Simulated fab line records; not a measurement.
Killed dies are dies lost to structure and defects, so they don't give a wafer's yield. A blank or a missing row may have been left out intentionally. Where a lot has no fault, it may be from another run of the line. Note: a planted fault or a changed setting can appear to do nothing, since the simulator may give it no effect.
Matching of chambers || flow n5Finfet || rieDiel-04 running N5_HKMG_FIN_ETCH_55: 4 sister chambers
The step etches SOC in N2/H2, target depth 240 nm, time 300 s. 4 wafers are shown with their chamber, then 9 later ones without.

## EACH WAFER AND ITS CHAMBER
{"wafer": "L083.5", "chamber": 3, "drypumpMotorCurrentA (A)": 5.5}
{"wafer": "L084.3", "chamber": 2, "drypumpMotorCurrentA (A)": 6.0}
{"wafer": "L084.5", "chamber": 0, "drypumpMotorCurrentA (A)": 6.1}
{"wafer": "L084.6", "chamber": 1, "drypumpMotorCurrentA (A)": 6.2}

## WAFERS WITH NO CHAMBER GIVEN
{"wafer": "L086.2", "drypumpMotorCurrentA (A)": 5.9}
{"wafer": "L086.3", "drypumpMotorCurrentA (A)": 6.1}
{"wafer": "L086.5", "drypumpMotorCurrentA (A)": 6.1}
{"wafer": "L088.1", "drypumpMotorCurrentA (A)": 6.2}
{"wafer": "L088.3", "drypumpMotorCurrentA (A)": 6.1}
{"wafer": "L088.6", "drypumpMotorCurrentA (A)": 6.2}
{"wafer": "L091.2", "drypumpMotorCurrentA (A)": 5.5}
{"wafer": "L091.4", "drypumpMotorCurrentA (A)": 6.2}
{"wafer": "L091.6", "drypumpMotorCurrentA (A)": 5.5}

## CHAMBER TAKEN BY EACH
{"wafer": "L086.2", "from the rows above": 2, "in truth": 2}
{"wafer": "L086.3", "from the rows above": 0, "in truth": 0}
{"wafer": "L086.5", "from the rows above": 0, "in truth": 0}
{"wafer": "L088.1", "from the rows above": 1, "in truth": 1}
{"wafer": "L088.3", "from the rows above": 0, "in truth": 0}
{"wafer": "L088.6", "from the rows above": 1, "in truth": 1}
{"wafer": "L091.2", "from the rows above": 3, "in truth": 3}
{"wafer": "L091.4", "from the rows above": 1, "in truth": 1}
{"wafer": "L091.6", "from the rows above": 3, "in truth": 3}
Placed correctly: 9 of 9. Can't be placed from these rows: 0. Placed wrongly: 0.
How it was worked out, from the rows above alone: a wafer's distance from a chamber is the root of the sum, over the readings, of the square of ((its reading less the chamber's mean) divided by the reading's scatter). The wafer belongs to the nearest chamber; if the next one is less than 2 further off, it can't be placed. For every chamber, the mean is computed from those of its wafers that are shown. The scatter (one wafer shown for each chamber): square how far every hidden wafer sits from the nearest shown wafer, average those squares and take the square root.
